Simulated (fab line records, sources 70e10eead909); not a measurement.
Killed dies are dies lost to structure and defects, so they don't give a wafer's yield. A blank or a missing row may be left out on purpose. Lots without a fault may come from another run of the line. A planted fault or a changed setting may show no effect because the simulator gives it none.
Chamber matching | flow nand_harc | NHARC_A_WL_FILL_ALD_02 on ald_metal-02: 4 sister chambers
The step deposits TiN, target thk 2 nm, pulse time 3 s, ald cycles 100. 24 wafers are shown with their chamber, then 12 later ones without.

WAFERS WITH THEIR CHAMBER
wafer  | chamber | heater_power_w (W) | precursor_pulse_height_rel
L076.1 | 3       | 883                | 1.014
L076.2 | 2       | 1162               | 1.016
L076.3 | 1       | 1005               | 1.001
L081.2 | 3       | 895                | 1.008
L081.3 | 2       | 1176               | 0.961
L081.4 | 1       | 976                | 0.999
L082.3 | 1       | 1006               | 0.991
L082.4 | 2       | 1179               | 1.021
L082.6 | 3       | 879                | 1.018
L082.1 | 0       | 1165               | 0.982
L082.2 | 3       | 888                | 0.978
L082.5 | 2       | 1149               | 0.985
L084.1 | 0       | 1114               | 0.974
L084.2 | 1       | 990                | 0.979
L084.3 | 3       | 866                | 0.988
L084.4 | 2       | 1173               | 0.998
L084.5 | 1       | 967                | 1.009
L084.6 | 2       | 1149               | 0.982
L087.1 | 2       | 1185               | 1.015
L087.4 | 3       | 867                | 0.968
L087.6 | 3       | 891                | 0.986
L090.1 | 0       | 1140               | 0.982
L090.2 | 1       | 935                | 1.029
L090.4 | 3       | 875                | 1.004

SIGNATURES (means of the wafers above)
reading                    | chamber 0 | chamber 1 | chamber 2 | chamber 3 | scatter within a chamber
heater_power_w             | 1139.67   | 979.83    | 1167.57   | 880.50    | 18.7
precursor_pulse_height_rel | 0.97933   | 1.00133   | 0.99686   | 0.99550   | 0.0183
Rule: a wafer's distance from a chamber is the root of the sum, over the readings, of the square of ((its reading less the chamber's mean) divided by the reading's scatter). The wafer belongs to the nearest chamber; if the next one is less than 2 further off, it can't be placed. The scatter: the root of (the sum of the squares of (reading less its chamber's mean) over the shown wafers, divided by (wafers less chambers)).

WAFERS WITHOUT THEIR CHAMBER
wafer  | heater_power_w (W) | precursor_pulse_height_rel
L091.2 | 875                | 1.015
L091.5 | 876                | 0.989
L091.6 | 1137               | 1.008
L091.1 | 921                | 0.999
L091.3 | 1148               | 1.007
L091.4 | 1106               | 1.043
L095.1 | 877                | 1.001
L095.2 | 1128               | 0.990
L095.4 | 1141               | 1.001
L096.2 | 924                | 1.032
L096.3 | 885                | 1.011
L096.6 | 921                | 0.981

WHICH CHAMBER EACH WENT THROUGH
wafer  | from the rows above     | in truth
L091.2 | 3                       | 3
L091.5 | 3                       | 3
L091.6 | can't be placed: 0 or 2 | 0
L091.1 | can't be placed: 3 or 1 | 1
L091.3 | can't be placed: 2 or 0 | 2
L091.4 | can't be placed: 0 or 2 | 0
L095.1 | 3                       | 3
L095.2 | can't be placed: 0 or 2 | 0
L095.4 | can't be placed: 0 or 2 | 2
L096.2 | can't be placed: 3 or 1 | 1
L096.3 | 3                       | 3
L096.6 | can't be placed: 3 or 1 | 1
Placed correctly: 4 of 12. Can't be placed from these rows: 8 (the true chamber is among the candidates in 8). Placed wrongly: 0.
